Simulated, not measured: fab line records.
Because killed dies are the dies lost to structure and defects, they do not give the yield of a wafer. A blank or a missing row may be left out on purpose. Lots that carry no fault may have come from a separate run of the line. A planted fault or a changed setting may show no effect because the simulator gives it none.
fab line records || flow n5_finfet
[record] {"lots": 5, "wafers": 13, "last_day": 18}
route steps=1938 shown BEOL_M5@1172 BEOL_M6@1194 PASSIVATION@1936
lots with no fault: from the same line, run without faults
start_h: the number of hours between the record's first day and the start of the first shown wafer of the lot || wait_h: time in hours since the lot's previous step || " identical to the entry in the row above || L1.1+2: several wafers, shown together as one row || - no value, or no start was given || * or withheld: withheld || < > ~ a bound
route shown NAME@n: NAME is a module with steps in the file, n the number in the route of the first one || usual: the fault-free wafers' mean and standard deviation || same: alike in all rows || chamber/n: place in a boat || sites: each site's reading || _std_site: standard deviation across them || _edge_site: the outer-site mean with the inner-site mean subtracted || radius_mm: for every site, how far away it sits from the centre of the wafer || mask NAME#n: copy n || behind: the tool/chamber that last shaped the wafer || hold: what put the lot on hold/how long, in hours/how the hold closed || device: transistor that didn't switch, given as n, p or np || end of line: at the end of the route, the tests of the same wafers || where a step has no rows: the recipe by itself || killed: not the wafer's yield, but the dies lost to structure and defects at the first sort || map: the dies of a wafer, with x for killed, . for not killed, _ for no die there
set.NAME: the run value of the setting; set.NAME@STEP: its run value at that earlier step || model.NAME: the simulator's own value behind a step, which no gauge read
lots seen at some steps along the route; tables by step, rows by wafer
services: when a tool's chamber went out of use (start_h, in hours from the record's first day, below 0 if earlier), for how many hours, and the reason
[[steps]]
[step N5_BEOL_M5_ALD_86]
[recipe] {"material": "TaN", "target_thk_a": "*", "temp_c": 275, "ald_precursor_family": "PDMAT", "ald_co_reactant": "NH3", "pressure_torr": 3, "carrier_flow_sccm": 1500, "pulse_time_s": 2, "purge_time_s": 3, "co_reactant_purge_time_s": 2, "co_reactant_pulse_time_s": 3, "ald_cycles": 30, "precursor_vessel_temp_c": 75, "precursor_vessel_pressure_torr": 26.25, "precursor_vessel_carrier_sccm": 1000}
[step N5_BEOL_M5_SURFACE_TREAT_87]
[recipe] {"gas": "Ar", "time_s": "*", "ion_energy_ev": "*", "ion_current_ma_cm2": 0.5, "pressure_mtorr": "*", "ar_flow_sccm": 30}
[step N5_BEOL_M5_CVD_47]
[recipe] {"material": "Co", "target_thk_a": 30, "temp_c": "withheld", "precursor": "CCTBA/H2", "pressure_torr": 30, "time_s": 216}
[step N5_BEOL_M5_SPUTTER_48]
[recipe] {"material": "Cu", "target_thk_a": 150, "temp_c": -20, "chamber_pressure_pa": 0.07, "power_w": "withheld", "time_s": 27.62}
[step N5_BEOL_M5_ANNEAL_49]
[recipe] {"temp_c": 400, "time_s": 1800, "ambient": "vacuum"}
[step N5_BEOL_M5_SPUTTER_81]
[recipe] {"material": "Cu", "target_thk_a": 150, "temp_c": -20, "chamber_pressure_pa": 0.07, "power_w": "withheld", "time_s": 27.62}
[step N5_BEOL_M5_ANNEAL_82]
[recipe] {"temp_c": 400, "time_s": 1800, "ambient": "vacuum"}
[step N5_BEOL_M5_SPUTTER_83]
[recipe] {"material": "Cu", "target_thk_a": 150, "temp_c": -20, "chamber_pressure_pa": 0.07, "power_w": "withheld", "time_s": 27.62}
[step N5_BEOL_M5_ANNEAL_84]
[recipe] {"temp_c": 400, "time_s": 1800, "ambient": "vacuum"}
[step N5_BEOL_M5_SPUTTER_88]
[recipe] {"material": "Cu", "target_thk_a": 150, "temp_c": -20, "chamber_pressure_pa": 0.07, "power_w": "withheld", "time_s": 27.62}
[step N5_BEOL_M5_ANNEAL_89]
[recipe] {"temp_c": 400, "time_s": 1800, "ambient": "vacuum"}
[step N5_BEOL_M5_SPUTTER_90]
[recipe] {"material": "Cu", "target_thk_a": 45, "temp_c": -20, "chamber_pressure_pa": 0.07, "power_w": "withheld", "time_s": 8.29}
[step N5_BEOL_M5_ECD_50]
[recipe] {"material": "Cu", "target_thk_a": 3000}
{"lot.wafer": "L369.1+5+6", "tool": "ecd_cu-02", "chamber": "1,0,1", "start_h": 172.01, "wait_h": 0.1}
{"lot.wafer": "L376.1+2+4", "tool": "ecd_cu-01", "chamber": "1,0,1", "start_h": 247.65, "wait_h": 0.1}
{"lot.wafer": "L389.4+5", "tool": "ecd_cu-02", "chamber": 0, "start_h": 316.04, "wait_h": 0.1}
{"lot.wafer": "L390.1+4+5", "tool": "ecd_cu-02", "chamber": "0,1,0", "start_h": 319.33, "wait_h": 0.1}
{"lot.wafer": "L392.2+4", "tool": "ecd_cu-02", "chamber": "1,0", "start_h": 333.46, "wait_h": 0.1}
[step N5_BEOL_M5_ANNEAL_51]
[recipe] {"temp_c": 225, "time_s": 90, "ambient": "N2"}
[step N5_BEOL_M5_CMP_52]
[recipe] {"stop_on": "SiCOH_lowk", "t_overpolish_s": 6.9, "down_force_psi": 1, "platen_rpm": 50, "clearing_platen_down_force_psi": 1.5, "clearing_platen_rpm": 50, "post_cmp_clean": "cu_alkaline", "target_thk_nm": 62, "clearing_platen_pad_velocity_m_s": 0.99484, "pad_velocity_m_s": 0.99484}
[step N5_BEOL_M5_PRE_CLEAN_77]
[recipe] {"gas": "NH3/H2", "time_s": 15, "temp_c": "*", "rf_power_w": 300}
[step N5_BEOL_M5_CO_CAP_78]
[recipe] {"material": "Co", "target_thk_a": 20, "temp_c": 200, "precursor": "CCTBA/H2", "pressure_torr": 30, "time_s": 102.1}
[step N5_BEOL_M5_PRE_CLEAN_55]
[recipe] {"gas": "NH3", "time_s": 15, "temp_c": "withheld", "rf_power_w": 300}
[step N5_BEOL_M5_DEP_56]
[recipe] {"material": "SiCN", "target_thk_a": 80, "temp_c": "withheld", "precursor": "3MS/NH3", "pressure_torr": 3, "rf_w": 202, "time_s": 14}
[step N5_BEOL_M6_ILD_DEP_00]
[recipe] {"material": "SiCOH_lowk", "target_thk_a": 1797.5, "temp_c": 300, "precursor": "DEMS/porogen", "pressure_torr": 5, "rf_w": 500, "time_s": 33.4}
[step N5_BEOL_M6_CURE_74]
[recipe] {"temp_c": 385, "time_s": 240, "ambient": "He/Ar", "material": "SiCOH_lowk"}
[step N5_BEOL_M6_PECVD_70]
[recipe] {"material": "SiO2", "target_thk_a": 200, "temp_c": 400, "precursor": "TEOS/O2", "pressure_torr": 5.5, "rf_w": 450, "teos_flow_sccm": 53.8, "gas": "O2", "flow_sccm": 3000, "time_s": 22.7}
[step N5_BEOL_M6_HM_DEP_02]
[recipe] {"material": "TiN", "target_thk_a": 200, "temp_c": 25, "chamber_pressure_pa": 0.49996}
[step N5_BEOL_M6_COAT_59]
[recipe] {"resist": "SOC", "temp_c": 250, "time_s": 60, "spin_rpm": 1500, "resist_thk_nm": 100}
[step N5_BEOL_M6_COAT_60]
[recipe] {"resist": "SiARC", "temp_c": 220, "time_s": 60, "spin_rpm": 1500, "resist_thk_nm": 35}
[step N5_BEOL_M6_COAT_05]
[recipe] {"resist": "CAR-ArF", "spin_rpm": 1500, "resist_thk_nm": 90}
[step N5_BEOL_M6_EBR_07]
[recipe] {"solvent": "PGMEA", "ebr_width_mm": 1.5}
[step N5_BEOL_M6_SOFTBAKE_06]
[recipe] {"temp_c": 110, "time_s": 60, "resist": "CAR-ArF"}
[step N5_BEOL_M6_EXPOSE_08]
[recipe] {"mask_id": "M6", "na": 1.35, "source_shape": "dipole", "sigma_inner": 0.817, "sigma_outer": 0.97, "polarization": "te", "dose_mj": 68.25}
[step N5_BEOL_M6_PEB_09]
[recipe] {"peb_temp_c": "withheld", "peb_time_s": 60, "resist": "CAR-ArF"}
[step N5_BEOL_M6_DEVELOP_10]
[recipe] {"develop_time_s": 30, "developer": "TMAH", "resist": "CAR-ArF", "rinse_liquid": "diw", "dry": "air_spin", "dev_temp_c": 23}
[step N5_BEOL_M6_DESCUM_16]
[recipe] {"chemistry": "O2", "time_s": 7.9, "source_power_w": 50, "bias_power_w": 20, "pressure_mtorr": 20, "rf_frequency_hz": 2.712e+07, "temp_c": 40, "resist": "CAR-ArF", "o2_flow_sccm": 225}
[step N5_BEOL_M6_ETCH_61]
[recipe] {"chemistry": "CF4", "target": "SiARC", "target_depth_a": 455, "mask_material": "CAR-ArF", "time_s": 75.8, "ion_energy_ev": 80, "pressure_mtorr": 40, "source_w": 545, "bias_w": 36, "Ar_flow_sccm": 100, "cf4_flow_sccm": 100, "ends": "cleared"}
[step N5_BEOL_M6_ETCH_62]
[recipe] {"chemistry": "N2/H2", "target": "SOC", "target_depth_a": 1100, "overetch_a": 220, "mask_material": "SiARC", "temp_c": 40, "time_s": 165, "ion_energy_ev": 200, "pressure_mtorr": 30, "source_w": 840, "bias_w": 150, "n2_flow_sccm": 200, "h2_flow_sccm": 200}
[step N5_BEOL_M6_STRIP_68]
[recipe] {"chemistry": "N2/H2", "temp_c": 40, "n2_flow_sccm": 200, "h2_flow_sccm": 200, "rf_frequency_hz": 6e+07}
[step N5_PASSIVATION_PROBE_49]
[usual] {"defect_limited_yield": "91.2/1.4", "killed_at_M0_to_M3": "34/10", "killed_at_M4_up": "13/5.1", "killed_at_contacts": "12/6.5", "killed_at_front_end": "41/11", "killed_at_other": "4/3.3", "killed_dies": "104/16", "killed_on_rim": "14/3.9", "killed_open": "69/13", "killed_short": "33/7", "sort_bin_5_function": "5.1/0.91", "sort_bin_6_memory": "3.3/0.69", "sort_n_pass": "1076/16", "sort_yield_pct": "91.2/1.4"}
[same] {"gross_dies": 1180, "killed_at_back_side": 0, "sort_bin_4_leakage[%]": 0, "sort_bin_8_speed[%]": 0}
{"lot.wafer": "L390.1", "tool": "prober-01", "chamber": "-", "start_h": 410.35, "wait_h": 0.0, "defect_limited_yield[%]": 56.4, "killed_at_M0_to_M3": 33, "killed_at_M4_up": 441, "killed_at_contacts": 11, "killed_at_front_end": 27, "killed_at_other": 3, "killed_dies": 515, "killed_on_rim": 62, "killed_open": 60, "killed_short": 23, "sort_bin_5_function[%]": 26.2, "sort_bin_6_memory[%]": 14.9, "sort_n_pass": 665, "sort_yield_pct[%]": 56.4}
{"lot.wafer": "L390.4", "tool": "prober-01", "chamber": "-", "start_h": 410.50, "wait_h": 0.2, "defect_limited_yield[%]": 89.8, "killed_at_M0_to_M3": 61, "killed_at_M4_up": 9, "killed_at_contacts": 5, "killed_at_front_end": 40, "killed_at_other": 5, "killed_dies": 120, "killed_on_rim": 14, "killed_open": 87, "killed_short": 33, "sort_bin_5_function[%]": 5.6, "sort_bin_6_memory[%]": 4.3, "sort_n_pass": 1060, "sort_yield_pct[%]": 89.8}
{"lot.wafer": "L390.5", "tool": "prober-01", "chamber": "-", "start_h": 410.55, "wait_h": 0.2, "defect_limited_yield[%]": 56.3, "killed_at_M0_to_M3": 31, "killed_at_M4_up": 448, "killed_at_contacts": 5, "killed_at_front_end": 29, "killed_at_other": 3, "killed_dies": 516, "killed_on_rim": 56, "killed_open": 44, "killed_short": 34, "sort_bin_5_function[%]": 25.5, "sort_bin_6_memory[%]": 16.1, "sort_n_pass": 664, "sort_yield_pct[%]": 56.3}
{"lot.wafer": "L389.4", "tool": "prober-02", "chamber": "-", "start_h": 410.73, "wait_h": 0.2, "defect_limited_yield[%]": 55.2, "killed_at_M0_to_M3": 31, "killed_at_M4_up": 443, "killed_at_contacts": 7, "killed_at_front_end": 45, "killed_at_other": 3, "killed_dies": 529, "killed_on_rim": 72, "killed_open": 62, "killed_short": 32, "sort_bin_5_function[%]": 27.9, "sort_bin_6_memory[%]": 13.6, "sort_n_pass": 651, "sort_yield_pct[%]": 55.2}
{"lot.wafer": "L389.5", "tool": "prober-02", "chamber": "-", "start_h": 410.78, "wait_h": 0.2, "defect_limited_yield[%]": 58.2, "killed_at_M0_to_M3": 26, "killed_at_M4_up": 419, "killed_at_contacts": 5, "killed_at_front_end": 41, "killed_at_other": 2, "killed_dies": 493, "killed_on_rim": 68, "killed_open": 59, "killed_short": 23, "sort_bin_5_function[%]": 23.6, "sort_bin_6_memory[%]": 14.6, "sort_n_pass": 687, "sort_yield_pct[%]": 58.2}
{"lot.wafer": "L392.4", "tool": "prober-01", "chamber": "-", "start_h": 428.54, "wait_h": 0.9, "defect_limited_yield[%]": 56.8, "killed_at_M0_to_M3": 27, "killed_at_M4_up": 439, "killed_at_contacts": 3, "killed_at_front_end": 33, "killed_at_other": 8, "killed_dies": 510, "killed_on_rim": 73, "killed_open": 52, "killed_short": 30, "sort_bin_5_function[%]": 26.4, "sort_bin_6_memory[%]": 14.7, "sort_n_pass": 670, "sort_yield_pct[%]": 56.8}
// killed by level:class
L390.1 BEOL_M5:unspecified=432 STI_FIN_REVEAL:geometric_particle:open=10 FIN_SAQP:geometric_particle:open=8 BEOL_M1:geometric_particle:open=8 MOL_CONTACT_COAG:geometric_particle:open=7 BEOL_M0_SAQP:geometric_particle:short=6 BEOL_M3:geometric_particle:open=6 BEOL_M2:geometric_particle:open=5
L390.4 BEOL_M2:geometric_particle:open=15 STI_FIN_REVEAL:geometric_particle:open=14 BEOL_M0_SAQP:geometric_particle:open=13 BEOL_M3:geometric_particle:open=12 BEOL_M1:geometric_particle:open=9 FIN_SAQP:geometric_particle:short=8 BEOL_M0_SAQP:geometric_particle:short=7 STI_FIN_REVEAL:geometric_particle:short=6
L390.5 BEOL_M5:unspecified=437 BEOL_M0_SAQP:geometric_particle:open=10 FIN_SAQP:geometric_particle:short=9 BEOL_M0_SAQP:geometric_particle:short=9 BEOL_M4:geometric_particle:open=5 STI_FIN_REVEAL:geometric_particle:open=4 BEOL_M2:geometric_particle:open=4 FIN_SAQP:geometric_particle:open=3
L389.4 BEOL_M5:unspecified=435 STI_FIN_REVEAL:geometric_particle:open=18 STI_FIN_REVEAL:geometric_particle:short=9 DUMMY_GATE:geometric_particle:open=6 BEOL_M0_SAQP:geometric_particle:open=6 BEOL_M0_SAQP:geometric_particle:short=6 MOL_CONTACT_COAG:geometric_particle:open=5 BEOL_M3:geometric_particle:short=5
L389.5 BEOL_M5:unspecified=410 STI_FIN_REVEAL:geometric_particle:open=20 BEOL_M0_SAQP:geometric_particle:open=7 BEOL_M2:geometric_particle:open=7 FIN_SAQP:geometric_particle:short=5 MOL_CONTACT_COAG:geometric_particle:open=4 BEOL_M0_SAQP:geometric_particle:short=4 FIN_SAQP:geometric_particle:open=3
L392.4 BEOL_M5:unspecified=427 BEOL_M2:geometric_particle:open=12 FIN_SAQP:geometric_particle:open=5 DUMMY_GATE:geometric_particle:open=5 BEOL_M4:geometric_particle:open=5 GATE_CUT:geometric_particle:short=4 STARTING-WAFER:geometric_particle:short=4 STI_FIN_REVEAL:geometric_particle:short=3
// map L389.4 (x killed, . not)
_________________x..x.xx.x...________________
______________x.xxxx.xx..xx...xx_____________
___________..xx....xx..x.xx.x.xxx..__________
__________..x.xx......x.....xxx..x.._________
________.x.x...x.xxx..xxx...xx.x.xx.xx_______
_______..x.....xx..x.....xx.x..xx....xx______
______xx.........xx...xx.xx...xx...x.x.x_____
_____x.xxx..xx......x..x......xx.x..x....____
____xxx..x.x..xxxx.x..xx.x.xx....xx..xxx.x___
___.x.....xx..xx.x..x.xx...xx.xx.xxx.xxx...__
___..xxx....x.x.x.x...x.x.xx...xxx..xx..x.x__
__xxxx..x....x...x.xx.......x.xx.......xx.xx_
__..xx.x..x.xxx.x.xx.xx.xx..x.xxxxx.x.x.x.xx_
_..xx...xxxx..x......xx.xx....xxx.xx.x.x.x.x.
_...xx.xx.x.x.x..xx..xxx.xxx...x...xx.......x
_.....x........x.x.xxxx..xxxxx...x.xxxx.x..x.
_xx..xxxx.xx..xx.x.x..xxx..x...xx.......x..xx
_..xx...x.x..x..xx...x....xx.x..x.x..x...x...
_xxxxxx.x.x.x.x.x....x.xxx..x.x........xxx...
_...xx.xx...xxx.xx..x..x..xx.x.xx.xxx...x....
_.x.x.xxxx.xx.x.....x.xx..xx..x.x..xx.x..xx..
__.x....xx.x.x.....x..x..x...x.x..x.x.x....._
__xx..x....x...x...x.xx...x.x.xx..x........x_
___x.....x.x..x..x.xx.xxxx..x.x..xx...xx..x__
___...xxxx...x..x..x.xx.x.xx...x..xx.x.xxx.__
____.xxxxxx..x.x.x.xx..xxxxxxxx.x.x.x..x.x___
_____..x....xx...xx..xx.x....x.xx..x...xx____
______..xx..x....xx.x.xxx...x.x..x...xxx_____
_______x..x.xx..x.xx...xxx.xxxx.x...x.x______
________.xxxxx.x.x.x.xx.x.x..x.x...xxx_______
__________.xx.xx..xx.xxx.x.....xxxx._________
___________x.x.x.x......xxx.xx..x.x__________
______________.xxxxxx.....x...x._____________
_________________.x...xx..x..________________
// map L390.5 (x killed, . not)
_________________....xx......________________
______________...xx..x..x...x.xx_____________
___________.x...x.xxxx..x........x.__________
__________x..x....x.x.....x..x......_________
________...x.xx.xx...xxx..x...x.xx...._______
_______.x..xxxx...x...x.x.xx.x....xx...______
______....xx.....xxx.....x......x..x.x.x_____
_____.xx..x.x.xxx....x..x......xxxxxx.x.x____
____...xxxx...x...xx.x.x..xxx.x......x.x.x___
___.xx.x.x.x.x......x....xx.xxx.xxx..xx...x__
___x.xxx.x.xx.x...x..xxxxx.xxx.xx....xx..xx__
__xxx........x.xx.xxx..x.xx.xxxxxx.xxx.xx.xx_
__.........x..x.x..x...xx.xxx.x...xxxx..xxxx_
_..xxxxxx.x.....xx.x.x.x.x...xx..x.x.x....x.x
_xx.x.x.xx...x.xxx.x.....x...x...x...x.xx....
_......x.xx.xx.x..x.x...xxxxx.....x.x.xx..x..
_xxxxxxx.x.x...x.xx.xx.xx.xx..x..xx.x.xxx.x.x
_.xx.xxx.x.x.x..x.xx..xxxxx..xx...x..x..x..xx
_.xx....xxx....xxx...x..x...xxx.x.x..x.x.x.xx
_..x..x.xxxx..xxx....x..x.x..xx....x..xxx.x..
_x.x..xx.xxxxxx.x.....x..x.xx.......xx.......
__..x.xx.x.xxx.xx.x..x.xxxxxxx.xx.x.x.x..xx._
__x.....x..xx.x...xx..x..x.x.x.x..xx.xx..xxx_
___.xxx.x.x....x.x...x.xx..x..x.xx....x..x.__
___..xx.xxx.x.xxxx...x..x.x..x.x..x.x.x...x__
____......x.xxxx..xxx.x.x....x.xxx.......x___
_____x......x.x..xxxx.x.....x..xx.x..x...____
______xxxx......x.x....x.x.x.x..xx.x..x._____
_______..x.xxx..xx.x.xxxxx..x....xxx.x.______
________.x....x.x....x..xx....x...xxx._______
__________..x.x...xx..xxx....x...xxx_________
___________x.x.xx.x.x...........x..__________
______________.x..xx..xx..xx..xx_____________
_________________x..x....x.xx________________
[[services]]
{"tool": "ecd_cu-02", "chamber": "-", "start_h": 164.82, "hours": 1.1, "kind": "repair"}
{"tool": "ecd_cu-02", "chamber": "-", "start_h": 180.23, "hours": 0.6, "kind": "repair"}
{"tool": "ecd_cu-01", "chamber": "-", "start_h": 258.41, "hours": 6.4, "kind": "repair"}
[[key]]
[first_sign] {"step": "N5_PASSIVATION_PROBE_49", "reading": "killed_at_M4_up", "direction": "up", "sigmas": 83, "usual": 13, "struck": 438}
[effect] {"step": "N5_PASSIVATION_PROBE_49", "reading": "killed_dies", "direction": "up", "sigmas": 25, "usual": 104, "struck": 513}
[more_kills_born_at] {"N5_BEOL_M5_ECD_50@ecd_cu-02": 2141}
met_at N5_BEOL_M5_ECD_50
struck_wafers L389.4,L389.5,L390.1,L390.5,L392.4
onset_between 172.01 316.04
[fault] {"kind": "chamber_particle_source", "tool": "ecd_cu-02", "chamber": 0, "onset_h": 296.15, "steps": "N5_BEOL_M5_ECD_50", "rate_per_visit_cm2": 0.88702}
